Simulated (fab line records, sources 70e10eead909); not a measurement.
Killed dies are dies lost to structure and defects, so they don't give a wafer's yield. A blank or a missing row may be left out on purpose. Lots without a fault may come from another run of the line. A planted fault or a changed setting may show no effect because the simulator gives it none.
Tool commonality check | flow nand_harc | 11 lots, 39 wafers sampled

WHY IT WAS OPENED
At NHARC_A_ONON_D2_THK_MEAS_18 the reading thk_nm is flagged on 2 of 11 lots. Wafers without a fault read 1002 nm, standard deviation 11.
Rule: a lot is flagged when every wafer of it that has a number lies more than 4 standard deviations from that mean, or none has a number. The other lots count as sound.

lot  | measured     | on            | thk_nm (nm), wafer by wafer | flag
L911 | day 13 00:44 | film_metro-01 | 1026 1026 1028              |
L912 | day 13 05:45 | film_metro-01 | 994 995 993                 |
L914 | day 13 15:49 | film_metro-01 | 1010 1008 1009              |
L915 | day 15 00:17 | film_metro-02 | 1003 1002 1001              |
L916 | day 15 00:17 | film_metro-01 | 1001 1003 1001              |
L918 | day 16 09:10 | film_metro-01 | 982 979 981                 |
L927 | day 19 21:26 | film_metro-02 | 651 650 653 652 652 651     | FLAGGED
L929 | day 20 08:32 | film_metro-02 | 635 634 634 636 634 634     | FLAGGED
L930 | day 20 08:32 | film_metro-01 | 1020 1022 1021              |
L932 | day 21 18:22 | film_metro-02 | 988 987 987                 |
L933 | day 22 15:55 | film_metro-01 | 988 988 989                 |
The numbers of the flagged lots are 643 nm on average: -359 nm against the usual, or -33 standard deviations.

WHICH TOOL RAN EACH LOT
The record holds 4 process steps before the reading, out of a route of 1302 steps. In each cell: the tool, then ch and the chambers that the sampled wafers went through, then the start.
lot  | flag    | NHARC_A_CHANNEL_FILL_D1_STRIP_29              | NHARC_A_CHANNEL_FILL_D1_CMP_10 | NHARC_A_DECK1_JOINT_ETCHBACK_07  | NHARC_A_ONON_D2_DEP_16
L911 |         | rie_diel-07 ch 0,1,3, day 11 00:43 or earlier | cmp-04 ch 1,2,3, day 11 00:43  | rie_si-06 ch 1,3, day 11 01:09   | pecvd_onon-03 ch 0, day 13 00:16
L912 |         | rie_diel-04 ch 1,2,3, day 11 08:55 or earlier | cmp-04 ch 0,1,3, day 11 08:55  | rie_si-01 ch 0,2,3, day 11 09:23 | pecvd_onon-03 ch 0, day 13 05:15
L914 |         | rie_diel-07 ch 1,2, day 11 17:31 or earlier   | cmp-04 ch 0,2,3, day 11 17:31  | rie_si-05 ch 0,2, day 11 17:58   | pecvd_onon-02 ch 0, day 13 15:16
L915 |         | rie_diel-07 ch 0,1,3, day 13 01:52 or earlier | cmp-03 ch 0,1,3, day 13 01:52  | rie_si-01 ch 0,3, day 13 02:19   | pecvd_onon-02 ch 0, day 14 23:47
L916 |         | rie_diel-01 ch 0,1,2, day 13 01:52 or earlier | cmp-04 ch 0,1,2, day 13 01:52  | rie_si-06 ch 0,1,2, day 13 02:20 | pecvd_onon-03 ch 0, day 14 23:50
L918 |         | rie_diel-07 ch 0,1,2, day 14 08:03            | cmp-02 ch 0,1,2, day 14 13:49  | rie_si-01 ch 0,2,3, day 14 14:17 | pecvd_onon-03 ch 0, day 16 08:40
L927 | FLAGGED | rie_diel-04 ch 0,2,3, day 18 04:28 or earlier | cmp-03 ch 0,3, day 18 04:28    | rie_si-06 ch 0,1,2, day 18 04:56 | pecvd_onon-03 ch 0, day 19 20:56
L929 | FLAGGED | rie_diel-01 ch 0,1, day 18 14:22 or earlier   | cmp-02 ch 0,2,3, day 18 14:22  | rie_si-05 ch 0,1,2, day 18 14:51 | pecvd_onon-03 ch 0, day 20 08:08
L930 |         | rie_diel-04 ch 1,3, day 18 14:22 or earlier   | cmp-03 ch 0,1,2, day 18 14:22  | rie_si-06 ch 0,1,2, day 18 14:52 | pecvd_onon-01 ch 0, day 20 08:02
L932 |         | rie_diel-01 ch 1,2,3, day 19 21:05 or earlier | cmp-03 ch 0,2, day 19 21:05    | rie_si-06 ch 0,1,3, day 19 21:33 | pecvd_onon-01 ch 0, day 21 17:50
L933 |         | rie_diel-07 ch 0,1,2, day 20 07:47 or earlier | cmp-02 ch 0,1,2, day 20 07:47  | rie_si-05 ch 1,3, day 20 08:15   | pecvd_onon-02 ch 0, day 22 15:27
What these steps do:
- NHARC_A_CHANNEL_FILL_D1_STRIP_29: strips in O2, time 20 s.
- NHARC_A_CHANNEL_FILL_D1_CMP_10: polishes, target thk 150 nm.
- NHARC_A_DECK1_JOINT_ETCHBACK_07: etches the open film in HBr, target depth 105 nm, time 26.9 s.
- NHARC_A_ONON_D2_DEP_16: target thk 1000 nm.
- NHARC_A_ONON_D2_THK_MEAS_18: measures by ellipsometry.

FLAGGED OVER TOTAL, TOOL BY TOOL (the gauges that took the reading come last)
step                             | tool          | lots run | flagged | share of the flagged lots | sound lots run after its first flagged lot
NHARC_A_CHANNEL_FILL_D1_STRIP_29 | rie_diel-01   | 3        | 1       | some                      | 1 (L932)
NHARC_A_CHANNEL_FILL_D1_STRIP_29 | rie_diel-04   | 3        | 1       | some                      | 1 (L930)
NHARC_A_CHANNEL_FILL_D1_STRIP_29 | rie_diel-07   | 5        | 0       | none                      | -
NHARC_A_CHANNEL_FILL_D1_CMP_10   | cmp-02        | 3        | 1       | some                      | 1 (L933)
NHARC_A_CHANNEL_FILL_D1_CMP_10   | cmp-03        | 4        | 1       | some                      | 2 (L930,L932)
NHARC_A_CHANNEL_FILL_D1_CMP_10   | cmp-04        | 4        | 0       | none                      | -
NHARC_A_DECK1_JOINT_ETCHBACK_07  | rie_si-01     | 3        | 0       | none                      | -
NHARC_A_DECK1_JOINT_ETCHBACK_07  | rie_si-05     | 3        | 1       | some                      | 1 (L933)
NHARC_A_DECK1_JOINT_ETCHBACK_07  | rie_si-06     | 5        | 1       | some                      | 2 (L930,L932)
NHARC_A_ONON_D2_DEP_16           | pecvd_onon-01 | 2        | 0       | none                      | -
NHARC_A_ONON_D2_DEP_16           | pecvd_onon-02 | 3        | 0       | none                      | -
NHARC_A_ONON_D2_DEP_16           | pecvd_onon-03 | 6        | 2       | all                       | 0
NHARC_A_ONON_D2_THK_MEAS_18      | film_metro-01 | 7        | 0       | none                      | -
NHARC_A_ONON_D2_THK_MEAS_18      | film_metro-02 | 4        | 2       | all                       | 1 (L932)
NHARC_A_CHANNEL_FILL_D1_STRIP_29 gives no start for some lots, so the hours and the order of its lots are those of NHARC_A_CHANNEL_FILL_D1_CMP_10.

WHAT THE TABLE ALLOWS
2 rows of the table ran every flagged lot: pecvd_onon-03 at NHARC_A_ONON_D2_DEP_16, film_metro-02 at NHARC_A_ONON_D2_THK_MEAS_18.
- pecvd_onon-03 at NHARC_A_ONON_D2_DEP_16: 2 of its 6 lots flagged. Its last sound lot is L918 (day 16 08:40), its first flagged lot L927 (day 19 20:56): a fault that began between those two fits.
- film_metro-02 at NHARC_A_ONON_D2_THK_MEAS_18: 2 of its 4 lots flagged. Sound lots ran on it after the first flagged one (L932), which a lasting fault on the whole tool wouldn't allow.
One tool is left: pecvd_onon-03 at NHARC_A_ONON_D2_DEP_16.

WHAT THE SIMULATOR HAD PUT IN
Process parameter drift: pecvd_onon-03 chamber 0, from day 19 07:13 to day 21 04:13, at NHARC_A_ONON_D2_DEP_16. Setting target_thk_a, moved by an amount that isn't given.
Lots struck among those shown: L927, L929. The rule above found the same.
